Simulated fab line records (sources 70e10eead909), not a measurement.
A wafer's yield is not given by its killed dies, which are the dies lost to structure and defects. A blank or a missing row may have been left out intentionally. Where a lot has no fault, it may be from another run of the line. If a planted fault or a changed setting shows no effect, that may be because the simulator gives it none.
Matching of chambers -- flow nandHarc -- 4 sister chambers for NHARC_A_STAIRCASE_TRIM_220 on rieDiel-11
The step chemistry O2, time 211.2 s. 16 wafers are shown with their chamber, then 8 later ones without.

## WAFERS WITH THEIR CHAMBER
wafer,chamber,showerheadPlenumPTorr (Torr),oesProductAu (a.u.),rfVppV (V)
L074.2,0,3.29,0.997,58.1
L074.4,1,3.42,0.993,57.5
L074.5,2,3.73,0.995,58.8
L075.2,3,3.76,1.002,58.0
L075.3,2,3.73,0.989,59.8
L075.5,2,3.73,0.980,58.1
L076.1,2,3.73,0.991,56.5
L076.2,0,3.28,0.997,57.4
L076.4,1,3.41,0.988,56.4
L077.2,0,3.28,1.002,56.0
L077.4,1,3.41,0.996,56.0
L077.6,3,3.75,1.004,56.5
L090.1,2,3.70,0.989,57.6
L090.2,3,3.73,0.994,58.8
L090.6,2,3.70,0.997,57.9
L092.1,2,3.70,0.999,58.7

SIGNATURES, as means of the wafers listed above
reading,chamber 0,chamber 1,chamber 2,chamber 3,scatter within a chamber
showerheadPlenumPTorr,3.2833,3.4133,3.7171,3.7467,0.0134
oesProductAu,0.99867,0.99233,0.99143,1.00000,0.00539
rfVppV,57.167,56.633,58.200,57.767,1.03
Rule: distance of a wafer from a chamber = root of the sum over the readings of ((wafer's reading minus chamber's mean) / reading's scatter) squared. The wafer belongs to the nearest chamber; if the next one is less than 2 further off, it can't be placed. The scatter: take each reading less its chamber's mean, square it, sum over the shown wafers, divide by the number of wafers less the number of chambers, and take the root.

## WAFERS WITH NO CHAMBER GIVEN
wafer,showerheadPlenumPTorr (Torr),oesProductAu (a.u.),rfVppV (V)
L092.2,3.38,1.003,57.1
L092.6,3.38,1.005,56.9
L093.2,3.72,0.997,57.5
L093.3,3.69,1.002,57.8
L093.4,3.69,0.996,59.3
L097.2,3.69,1.002,57.8
L097.5,3.71,1.000,59.4
L097.6,3.69,1.005,57.7

## THE CHAMBER EACH PASSED THROUGH
wafer,from the rows above,in truth
L092.2,1,1
L092.6,1,1
L093.2,can't be placed: 2 or 3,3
L093.3,can't be placed: 2 or 3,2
L093.4,2,2
L097.2,can't be placed: 2 or 3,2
L097.5,can't be placed: 2 or 3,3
L097.6,can't be placed: 2 or 3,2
Correct placement for 3 of the 8. These rows do not allow placing 5 (true chamber among the candidates in 5). Placed wrongly: 0.
